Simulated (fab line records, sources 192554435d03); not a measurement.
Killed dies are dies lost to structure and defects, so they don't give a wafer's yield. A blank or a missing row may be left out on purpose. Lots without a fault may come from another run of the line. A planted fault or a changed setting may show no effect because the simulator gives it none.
Which tool did it? | flow n5_finfet | 9 lots, 26 wafers sampled, at 3 steps of a route of 1938

WHAT THE GAUGES READ, wafer by wafer
N5_HKMG_FIN_CD_MEAS_49: target cd 202 nm.
lot  | measured    | on        | cd_nm (nm)
L144 | day 4 19:02 | cd_sem-01 | 202.2 201.9 203.6
L146 | day 5 10:01 | cd_sem-03 | 202.5 202.1 201.8
L148 | day 5 19:20 | cd_sem-02 | 203.5 201.5 203.2
L153 | day 6 23:41 | cd_sem-02 | 202.6 202.3
L158 | day 8 04:07 | cd_sem-02 | 202.5 201.8 202.4
L159 | day 8 10:49 | cd_sem-02 | 212.4 212.3 211.5
L160 | day 8 15:19 | cd_sem-02 | 210.4 209.2 207.9
L163 | day 9 12:19 | cd_sem-03 | 203.8 203.5 203.3
L164 | day 9 18:47 | cd_sem-02 | 201.3 202.1 202.5

WHICH TOOL RAN EACH LOT (tool, then ch and the chambers of the sampled wafers, then the start)
lot  | N5_SDB_CUT_ETCH_26              | N5_HKMG_FIN_EXPOSE_46
L144 | rie_si-04 ch 0,3, day 4 14:14   | arfi_scanner-01 ch 0, day 4 18:55
L146 | rie_si-04 ch 0,3, day 5 04:49   | arfi_scanner-03 ch 0, day 5 09:54
L148 | rie_si-04 ch 0,3, day 5 14:30   | arfi_scanner-01 ch 0, day 5 19:13
L153 | rie_si-06 ch 0,3, day 6 18:27   | arfi_scanner-03 ch 0, day 6 23:34
L158 | rie_si-03 ch 1,3, day 7 23:20   | arfi_scanner-02 ch 0, day 8 03:59
L159 | rie_si-04 ch 1,3, day 8 06:02   | arfi_scanner-01 ch 0, day 8 10:42
L160 | rie_si-04 ch 0,3, day 8 10:38   | arfi_scanner-01 ch 0, day 8 15:11
L163 | rie_si-04 ch 0,1,2, day 9 07:33 | arfi_scanner-02 ch 0, day 9 12:11
L164 | rie_si-03 ch 0,1,2, day 9 14:00 | arfi_scanner-02 ch 0, day 9 18:40
- N5_SDB_CUT_ETCH_26: etches Si in HBr/Cl2/O2, target depth 129.6 nm, bt time 20 s, time 51.8 s.
- N5_HKMG_FIN_EXPOSE_46: exposes mask NDIPOLE.

THE ANSWER, worked out from the rows above alone
Rule: what is usual is taken from the lots themselves. Put in order of their means at a reading, lots are off if they are a third of the lots or fewer, leave a main group of 4 or more, and stand apart from it by a gap of 3 or more times the standard deviation of the main group's means; of several such gaps the widest counts. A main group whose means are all the same, to the digits that the tables above print for the reading, isn't used. A lot without any number at a reading at which 4 lots or more have one is off too. The other lots that the step has rows for count as sound.
Off: L159, L160, at N5_HKMG_FIN_CD_MEAS_49 (cd_nm). The main group: mean 202.5 nm, standard deviation 0.48.
A tool fits if, at a process step before that reading, it ran every lot that is off, and no sound lot after the first of them. The gauges at N5_HKMG_FIN_CD_MEAS_49 are tried like those tools. One fits: arfi_scanner-01 at N5_HKMG_FIN_EXPOSE_46. Its last sound lot is L148 (day 5 19:13), its first lot that is off L159 (day 8 10:42): a fault that began between those two fits.

WHAT THE SIMULATOR HAD PUT IN
Process parameter drift: arfi_scanner-01, from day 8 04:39 on, at N5_HKMG_FIN_EXPOSE_46. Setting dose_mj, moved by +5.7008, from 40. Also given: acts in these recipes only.
Lots struck among those shown: L159, L160. The rule above found the same.
